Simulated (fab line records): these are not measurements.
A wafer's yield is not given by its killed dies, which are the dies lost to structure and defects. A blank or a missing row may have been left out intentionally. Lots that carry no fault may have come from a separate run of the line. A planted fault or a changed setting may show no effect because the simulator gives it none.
Lot-split experiment / flow n5 finfet / 39 wafers read from 7 lots, route of 1938 steps

== SPLIT DETAILS ==
At N5_BEOL_M8_ETCH_66 (etches SOC in N2/H2, target depth 80 nm, overetch 16 nm, time 120 s), the setting target depth a was moved away from the recipe's 800 angstrom on 15 of the 39 wafers read, by -57.8% to +40.6%. The other wafers ran this setting at the recipe's value.

The split's own step is where the reading is taken.

== THE READING ==
SiARC_of_BEOL_M8_COAT_64.thk nm (the simulator's own value, which no gauge read), in nm, at N5_BEOL_M8_ETCH_66 (etches SOC in N2/H2, target depth 80 nm, overetch 16 nm, time 120 s). There is no usual value for it anywhere in the file. Here, 24 wafers ran the recipe; their average is 6.4 nm with a standard deviation of 0.17 nm.

wafer=L076.1; tool, chamber at the split=rie diel-01, 3; target depth a as run, angstrom=590.4; against the recipe=-26.2%; SiARC_of_BEOL_M8_COAT_64.thk nm, nm=7.8; against lot-mates on the recipe=+1.4
wafer=L076.2; tool, chamber at the split=rie diel-01, 1; target depth a as run, angstrom=800; against the recipe=recipe; SiARC_of_BEOL_M8_COAT_64.thk nm, nm=6.4; against lot-mates on the recipe=-
wafer=L076.3; tool, chamber at the split=rie diel-01, 0; target depth a as run, angstrom=800; against the recipe=recipe; SiARC_of_BEOL_M8_COAT_64.thk nm, nm=6.4; against lot-mates on the recipe=-
wafer=L076.4; tool, chamber at the split=rie diel-01, 2; target depth a as run, angstrom=590.4; against the recipe=-26.2%; SiARC_of_BEOL_M8_COAT_64.thk nm, nm=7.4; against lot-mates on the recipe=+1.0
wafer=L076.5; tool, chamber at the split=rie diel-01, 2; target depth a as run, angstrom=590.4; against the recipe=-26.2%; SiARC_of_BEOL_M8_COAT_64.thk nm, nm=7.4; against lot-mates on the recipe=+1.0
wafer=L076.6; tool, chamber at the split=rie diel-01, 3; target depth a as run, angstrom=800; against the recipe=recipe; SiARC_of_BEOL_M8_COAT_64.thk nm, nm=6.4; against lot-mates on the recipe=-
wafer=L074.2; tool, chamber at the split=rie diel-05, 2; target depth a as run, angstrom=800; against the recipe=recipe; SiARC_of_BEOL_M8_COAT_64.thk nm, nm=6.4; against lot-mates on the recipe=-
wafer=L074.4; tool, chamber at the split=rie diel-05, 0; target depth a as run, angstrom=800; against the recipe=recipe; SiARC_of_BEOL_M8_COAT_64.thk nm, nm=6.2; against lot-mates on the recipe=-
wafer=L074.6; tool, chamber at the split=rie diel-05, 0; target depth a as run, angstrom=800; against the recipe=recipe; SiARC_of_BEOL_M8_COAT_64.thk nm, nm=6.2; against lot-mates on the recipe=-
wafer=L079.1; tool, chamber at the split=rie diel-03, 3; target depth a as run, angstrom=800; against the recipe=recipe; SiARC_of_BEOL_M8_COAT_64.thk nm, nm=6.6; against lot-mates on the recipe=-
wafer=L079.2; tool, chamber at the split=rie diel-03, 2,0; target depth a as run, angstrom=800; against the recipe=recipe; SiARC_of_BEOL_M8_COAT_64.thk nm, nm=6.6; against lot-mates on the recipe=-
wafer=L079.4; tool, chamber at the split=rie diel-03, 2,0; target depth a as run, angstrom=800; against the recipe=recipe; SiARC_of_BEOL_M8_COAT_64.thk nm, nm=6.6; against lot-mates on the recipe=-
wafer=L079.3; tool, chamber at the split=rie diel-03, 1; target depth a as run, angstrom=800; against the recipe=recipe; SiARC_of_BEOL_M8_COAT_64.thk nm, nm=6.4; against lot-mates on the recipe=-
wafer=L079.5; tool, chamber at the split=rie diel-03, 1; target depth a as run, angstrom=800; against the recipe=recipe; SiARC_of_BEOL_M8_COAT_64.thk nm, nm=6.4; against lot-mates on the recipe=-
wafer=L079.6; tool, chamber at the split=rie diel-03, 2; target depth a as run, angstrom=800; against the recipe=recipe; SiARC_of_BEOL_M8_COAT_64.thk nm, nm=6.6; against lot-mates on the recipe=-
wafer=L083.1; tool, chamber at the split=rie diel-05, 0; target depth a as run, angstrom=800; against the recipe=recipe; SiARC_of_BEOL_M8_COAT_64.thk nm, nm=6.2; against lot-mates on the recipe=-
wafer=L083.2; tool, chamber at the split=rie diel-05, 1; target depth a as run, angstrom=1125; against the recipe=+40.6%; SiARC_of_BEOL_M8_COAT_64.thk nm, nm=4.6; against lot-mates on the recipe=-1.5
wafer=L083.3; tool, chamber at the split=rie diel-05, 2; target depth a as run, angstrom=1125; against the recipe=+40.6%; SiARC_of_BEOL_M8_COAT_64.thk nm, nm=4.6; against lot-mates on the recipe=-1.5
wafer=L083.4; tool, chamber at the split=rie diel-05, 3; target depth a as run, angstrom=800; against the recipe=recipe; SiARC_of_BEOL_M8_COAT_64.thk nm, nm=6; against lot-mates on the recipe=-
wafer=L083.5; tool, chamber at the split=rie diel-05, 3; target depth a as run, angstrom=1125; against the recipe=+40.6%; SiARC_of_BEOL_M8_COAT_64.thk nm, nm=4.2; against lot-mates on the recipe=-1.9
wafer=L083.6; tool, chamber at the split=rie diel-05, 0; target depth a as run, angstrom=800; against the recipe=recipe; SiARC_of_BEOL_M8_COAT_64.thk nm, nm=6.2; against lot-mates on the recipe=-
wafer=L088.1; tool, chamber at the split=rie diel-01, 3; target depth a as run, angstrom=484.7; against the recipe=-39.4%; SiARC_of_BEOL_M8_COAT_64.thk nm, nm=8; against lot-mates on the recipe=+1.6
wafer=L088.2; tool, chamber at the split=rie diel-01, 1; target depth a as run, angstrom=484.7; against the recipe=-39.4%; SiARC_of_BEOL_M8_COAT_64.thk nm, nm=8.2; against lot-mates on the recipe=+1.8
wafer=L088.3; tool, chamber at the split=rie diel-01, 0; target depth a as run, angstrom=800; against the recipe=recipe; SiARC_of_BEOL_M8_COAT_64.thk nm, nm=6.4; against lot-mates on the recipe=-
wafer=L088.4; tool, chamber at the split=rie diel-01, 2; target depth a as run, angstrom=800; against the recipe=recipe; SiARC_of_BEOL_M8_COAT_64.thk nm, nm=6.2; against lot-mates on the recipe=-
wafer=L088.5; tool, chamber at the split=rie diel-01, 1; target depth a as run, angstrom=484.7; against the recipe=-39.4%; SiARC_of_BEOL_M8_COAT_64.thk nm, nm=8.4; against lot-mates on the recipe=+2.0
wafer=L088.6; tool, chamber at the split=rie diel-01, 0; target depth a as run, angstrom=800; against the recipe=recipe; SiARC_of_BEOL_M8_COAT_64.thk nm, nm=6.6; against lot-mates on the recipe=-
wafer=L092.1; tool, chamber at the split=rie diel-03, 0; target depth a as run, angstrom=800; against the recipe=recipe; SiARC_of_BEOL_M8_COAT_64.thk nm, nm=6.6; against lot-mates on the recipe=-
wafer=L092.2; tool, chamber at the split=rie diel-03, 3; target depth a as run, angstrom=800; against the recipe=recipe; SiARC_of_BEOL_M8_COAT_64.thk nm, nm=6.4; against lot-mates on the recipe=-
wafer=L092.3; tool, chamber at the split=rie diel-03, 2; target depth a as run, angstrom=800; against the recipe=recipe; SiARC_of_BEOL_M8_COAT_64.thk nm, nm=6.6; against lot-mates on the recipe=-
wafer=L092.4; tool, chamber at the split=rie diel-03, 1; target depth a as run, angstrom=337.4; against the recipe=-57.8%; SiARC_of_BEOL_M8_COAT_64.thk nm, nm=9.2; against lot-mates on the recipe=+2.7
wafer=L092.5; tool, chamber at the split=rie diel-03, 1; target depth a as run, angstrom=337.4; against the recipe=-57.8%; SiARC_of_BEOL_M8_COAT_64.thk nm, nm=9.2; against lot-mates on the recipe=+2.7
wafer=L092.6; tool, chamber at the split=rie diel-03, 2; target depth a as run, angstrom=337.4; against the recipe=-57.8%; SiARC_of_BEOL_M8_COAT_64.thk nm, nm=9.2; against lot-mates on the recipe=+2.7
wafer=L093.1; tool, chamber at the split=rie diel-03, 3; target depth a as run, angstrom=800; against the recipe=recipe; SiARC_of_BEOL_M8_COAT_64.thk nm, nm=6.6; against lot-mates on the recipe=-
wafer=L093.2; tool, chamber at the split=rie diel-03, 0; target depth a as run, angstrom=460.1; against the recipe=-42.5%; SiARC_of_BEOL_M8_COAT_64.thk nm, nm=8.6; against lot-mates on the recipe=+2.1
wafer=L093.3; tool, chamber at the split=rie diel-03, 2; target depth a as run, angstrom=460.1; against the recipe=-42.5%; SiARC_of_BEOL_M8_COAT_64.thk nm, nm=8.6; against lot-mates on the recipe=+2.1
wafer=L093.4; tool, chamber at the split=rie diel-03, 1; target depth a as run, angstrom=800; against the recipe=recipe; SiARC_of_BEOL_M8_COAT_64.thk nm, nm=6.4; against lot-mates on the recipe=-
wafer=L093.5; tool, chamber at the split=rie diel-03, 0; target depth a as run, angstrom=460.1; against the recipe=-42.5%; SiARC_of_BEOL_M8_COAT_64.thk nm, nm=8.6; against lot-mates on the recipe=+2.1
wafer=L093.6; tool, chamber at the split=rie diel-03, 3; target depth a as run, angstrom=800; against the recipe=recipe; SiARC_of_BEOL_M8_COAT_64.thk nm, nm=6.6; against lot-mates on the recipe=-
Where a row lists several chambers, the file gives one row for several wafers and doesn't say which wafer went through which chamber.

THE FIT
A straight line over all 39 wafers: SiARC_of_BEOL_M8_COAT_64.thk nm changes by -0.0479 nm for each +1% of target depth a; r = -0.99; the points scatter about the line by 0.18 nm.
The same after taking each lot's own level away (the mean of its wafers on the recipe; 39 wafers): -0.045 nm for each +1%; r = -0.99; scatter 0.13 nm.
Per that fit: largest target depth a move, reading shift of 2.6 nm.
The span of the lots' own levels, 6.13 to 6.53 nm, comes to 2.3 times the standard deviation stated above.
The two slopes are in agreement: the lot-to-lot level therefore moves the slope only a little.
Check: with one of the wafers moved furthest among these (-57.8%) left out of the fit, the line predicts +2.63 nm for it against its lot-mates. It came out at +2.67 nm against them.

== THE OTHER SPLITS THESE WAFERS WENT THROUGH ==
Note: prior to the reading, these wafers also went through further splits. Each is held against what the fit with the lots' levels taken away leaves over:
other split on the same wafers=N5_BEOL_M0_SAQP_HM_DEP_02 target thk a; wafers away from the commonest value=15; r with SiARC_of_BEOL_M8_COAT_64.thk nm (lot level and that fit taken away)=-0.17
other split on the same wafers=N5_BEOL_M2_DESCUM_33 time s; wafers away from the commonest value=18; r with SiARC_of_BEOL_M8_COAT_64.thk nm (lot level and that fit taken away)=+0.03
other split on the same wafers=N5_BEOL_M3_TRENCH_ETCH_37 target depth a; wafers away from the commonest value=15; r with SiARC_of_BEOL_M8_COAT_64.thk nm (lot level and that fit taken away)=+0.03
other split on the same wafers=N5_BEOL_M5_ILD_DEP_00 target thk a; wafers away from the commonest value=9; r with SiARC_of_BEOL_M8_COAT_64.thk nm (lot level and that fit taken away)=-0.08
other split on the same wafers=N5_BEOL_M7_HM_DEP_02 target thk a; wafers away from the commonest value=12; r with SiARC_of_BEOL_M8_COAT_64.thk nm (lot level and that fit taken away)=+0.29

== THE WHOLE CHAIN: every reading that the file lists as answering this split, in the file's order ==
step=N5_BEOL_M8_ETCH_66; what it does=etches SOC in N2/H2, target depth 80 nm, overetch 16 nm, time 120 s; reading=etch.depth nm (the simulator's own value, which no gauge read); change (the file's fit)=not straight: 48.91 at the lowest setting, 59.98 at the recipe, 60 at the highest; r (the file's)=not given
step=N5_BEOL_M8_ETCH_66; what it does=etches SOC in N2/H2, target depth 80 nm, overetch 16 nm, time 120 s; reading=SiARC_of_BEOL_M8_COAT_64.thk nm (the simulator's own value, which no gauge read); change (the file's fit)=-0.0454 nm for each +1% of the setting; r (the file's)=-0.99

== THE FILE'S OWN FIT ==
SiARC_of_BEOL_M8_COAT_64.thk nm changes by -0.0454 nm for each +1% of target depth a, r = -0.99.
